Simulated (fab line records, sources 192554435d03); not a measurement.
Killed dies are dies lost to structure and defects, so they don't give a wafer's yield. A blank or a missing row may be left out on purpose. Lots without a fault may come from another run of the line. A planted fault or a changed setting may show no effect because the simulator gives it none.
Split-lot experiment | flow n5_finfet | 7 lots, 39 wafers read, on a route of 1938 steps

THE SPLIT
At N5_FIN_SAQP_HM_DEP_03 (deposits SiNx from SiH4/NH3/N2, target thk 38 nm, time 33.6 s), the setting time_s was moved away from the recipe's 33.6 s on 9 of the 39 wafers read, by -9.4% to +15.7%. The other wafers ran this setting at the recipe's value.

FROM THE SPLIT TO THE READING: what the file shows between them, 11 steps
- N5_FIN_SAQP_THK_MEAS_05
- N5_FIN_SAQP_ETCH_52: etches SOC in N2/H2, target depth 100 nm, overetch 20 nm, time 150 s (also split here: source_w)
- N5_FIN_SAQP_STRIP_53: strips in N2/H2
- N5_FIN_SAQP_HM_OPEN_73: chemistry CHF3/O2, target SiO2, stops on a-Si, target depth 12 nm, time 16.8 s
- N5_FIN_SAQP_SPACER2_ALD_28: deposits SiO2, target thk 8.1 nm, pulse time 1 s, purge time 2 s
- N5_FIN_SAQP_SPACER2_ETCHBACK_29: etches SiO2 in CHF3/O2, target depth 12.2 nm, time 6.1 s
- N5_FIN_SAQP_MANDREL2_REMOVE_60: chemistry HBr/Cl2/O2, target a-Si, stops on SiNx, bt time 10 s
- N5_FIN_SAQP_HM_OPEN_33: chemistry CH3F/O2, target SiNx, target depth 49.4 nm, time 70.6 s
- N5_FIN_SAQP_ETCH_34: etches SiO2 in C4F6/O2, target depth 45 nm, time 15 s
- N5_FIN_SAQP_STRIP_77: strips in N2/H2, time 90 s
- N5_FIN_SAQP_ETCH_64: etches SiO2 in CF4, target depth 1.5 nm

THE READING
SiNx_of_FIN_SAQP_HM_DEP_03.thk_nm (the simulator's own value, which no gauge read), in nm, at N5_FIN_SAQP_FIN_ETCH_36 (etches the open film in HBr/Cl2/O2, target depth 120 nm, time 50.4 s). The file gives no usual value for it. The 30 wafers here that ran the recipe average 21.0 nm, standard deviation 0.54 nm.

wafer  | tool, chamber at the split | time_s as run, s | against the recipe | SiNx_of_FIN_SAQP_HM_DEP_03.thk_nm, nm | against lot-mates on the recipe
L074.1 | pecvd-02, 0                | 33.6             | recipe             | 20                                    | -
L074.2 | pecvd-02, 1                | 33.6             | recipe             | 21                                    | -
L074.3 | pecvd-02, 1                | 33.6             | recipe             | 20.8                                  | -
L074.4 | pecvd-02, 0                | 30.43            | -9.4%              | 17.2                                  | -3.4
L074.5 | pecvd-02, 0                | 30.43            | -9.4%              | 16.8                                  | -3.8
L074.6 | pecvd-02, 1                | 30.43            | -9.4%              | 17.6                                  | -3.0
L078.1 | pecvd-02, 1                | 33.6             | recipe             | 21.2                                  | -
L078.4 | pecvd-02, 0                | 33.6             | recipe             | 21.2                                  | -
L078.2 | pecvd-02, 0,1              | 33.6             | recipe             | 20.8                                  | -
L078.3 | pecvd-02, 0,1              | 33.6             | recipe             | 20.8                                  | -
L078.6 | pecvd-02, 0                | 33.6             | recipe             | 20.8                                  | -
L078.5 | pecvd-02, 1                | 33.6             | recipe             | 21.6                                  | -
L079.1 | pecvd-02, 1                | 33.6             | recipe             | 20.6                                  | -
L079.2 | pecvd-02, 2                | 30.61            | -8.9%              | 16.6                                  | -4.5
L079.3 | pecvd-02, 0                | 30.61            | -8.9%              | 17                                    | -4.1
L079.4 | pecvd-02, 0                | 33.6             | recipe             | 21.8                                  | -
L079.5 | pecvd-02, 2                | 33.6             | recipe             | 21                                    | -
L079.6 | pecvd-02, 1                | 30.61            | -8.9%              | 17.8                                  | -3.3
L081.1 | pecvd-03, 2                | 33.6             | recipe             | 20                                    | -
L081.2 | pecvd-03, 0                | 33.6             | recipe             | 21                                    | -
L081.5 | pecvd-03, 2                | 33.6             | recipe             | 21                                    | -
L081.3 | pecvd-03, 1                | 33.6             | recipe             | 20.6                                  | -
L081.4 | pecvd-03, 1                | 33.6             | recipe             | 22                                    | -
L081.6 | pecvd-03, 0                | 33.6             | recipe             | 21.6                                  | -
L088.1 | pecvd-02, 0                | 33.6             | recipe             | 20.4                                  | -
L088.2 | pecvd-02, 1                | 33.6             | recipe             | 21.2                                  | -
L088.3 | pecvd-02, 2                | 33.6             | recipe             | 20                                    | -
L088.4 | pecvd-02, 0                | 33.6             | recipe             | 20.8                                  | -
L088.6 | pecvd-02, 2                | 33.6             | recipe             | 20.8                                  | -
L088.5 | pecvd-02, 1                | 33.6             | recipe             | 21.4                                  | -
L094.3 | pecvd-04, 1                | 33.6             | recipe             | 20.8                                  | -
L094.4 | pecvd-04, 1                | 33.6             | recipe             | 22                                    | -
L094.5 | pecvd-04, 2                | 33.6             | recipe             | 21.8                                  | -
L095.1 | pecvd-02, 2                | 33.6             | recipe             | 20.4                                  | -
L095.2 | pecvd-02, 1                | 33.6             | recipe             | 21.4                                  | -
L095.3 | pecvd-02, 0                | 38.87            | +15.7%             | 27.2                                  | +6.2
L095.4 | pecvd-02, 1                | 38.87            | +15.7%             | 27.4                                  | +6.4
L095.5 | pecvd-02, 2                | 38.87            | +15.7%             | 27                                    | +6.0
L095.6 | pecvd-02, 0                | 33.6             | recipe             | 21.2                                  | -
Where a row lists several chambers, the file gives one row for several wafers and doesn't say which wafer went through which chamber.

THE FIT
A straight line over all 39 wafers: SiNx_of_FIN_SAQP_HM_DEP_03.thk_nm changes by +0.404 nm for each +1% of time_s; r = +0.98; the points scatter about the line by 0.52 nm.
The same after taking each lot's own level away (the mean of its wafers on the recipe; 39 wafers): +0.398 nm for each +1%; r = +0.98; scatter 0.5 nm.
On that fit, the largest move of time_s shifts the reading by 6.2 nm.
The lots' own levels span 20.60 to 21.53 nm, that is 1.7 times the standard deviation above.
So the lot-to-lot level changes the slope little: the two slopes agree.
Check: with one of the wafers moved furthest among these (+15.7%) left out of the fit, the line predicts +6.24 nm for it against its lot-mates. It came out at +6.2 nm against them.

OTHER SPLITS ON THESE WAFERS
These wafers also went through other splits before the reading. Each is held against what the fit with the lots' levels taken away leaves over:
other split on the same wafers | wafers away from the commonest value | r with SiNx_of_FIN_SAQP_HM_DEP_03.thk_nm (lot level and that fit taken away)
N5_FIN_SAQP_ETCH_52 source_w   | 12                                   | -0.01

THE WHOLE CHAIN: every reading that the file lists as answering this split, in the file's order
step                           | what it does                                                         | reading                                                                            | change (the file's fit)               | r (the file's)
N5_FIN_SAQP_HM_DEP_03          | deposits SiNx from SiH4/NH3/N2, target thk 38 nm, time 33.6 s        | SiNx_of_FIN_SAQP_HM_DEP_03.thk_nm (the simulator's own value, which no gauge read) | +0.387 nm for each +1% of the setting | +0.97
N5_FIN_SAQP_THK_MEAS_05        |                                                                      | thk_nm                                                                             | withheld for each +1% of the setting  | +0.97
N5_FIN_SAQP_MANDREL2_REMOVE_60 | chemistry HBr/Cl2/O2, target a-Si, stops on SiNx, bt time 10 s       | SiNx_of_FIN_SAQP_HM_DEP_03.thk_nm (the simulator's own value, which no gauge read) | +0.384 nm for each +1% of the setting | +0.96
N5_FIN_SAQP_HM_OPEN_33         | chemistry CH3F/O2, target SiNx, target depth 49.4 nm, time 70.6 s    | etch_rf_on_time_s                                                                  | withheld for each +1% of the setting  | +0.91
N5_FIN_SAQP_HM_OPEN_33         | chemistry CH3F/O2, target SiNx, target depth 49.4 nm, time 70.6 s    | etch.depth_nm (the simulator's own value, which no gauge read)                     | +0.384 nm for each +1% of the setting | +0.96
N5_FIN_SAQP_FIN_ETCH_36        | etches the open film in HBr/Cl2/O2, target depth 120 nm, time 50.4 s | SiNx_of_FIN_SAQP_HM_DEP_03.thk_nm (the simulator's own value, which no gauge read) | +0.398 nm for each +1% of the setting | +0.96

THE FILE'S OWN FIT
SiNx_of_FIN_SAQP_HM_DEP_03.thk_nm changes by +0.398 nm for each +1% of time_s, r = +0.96.
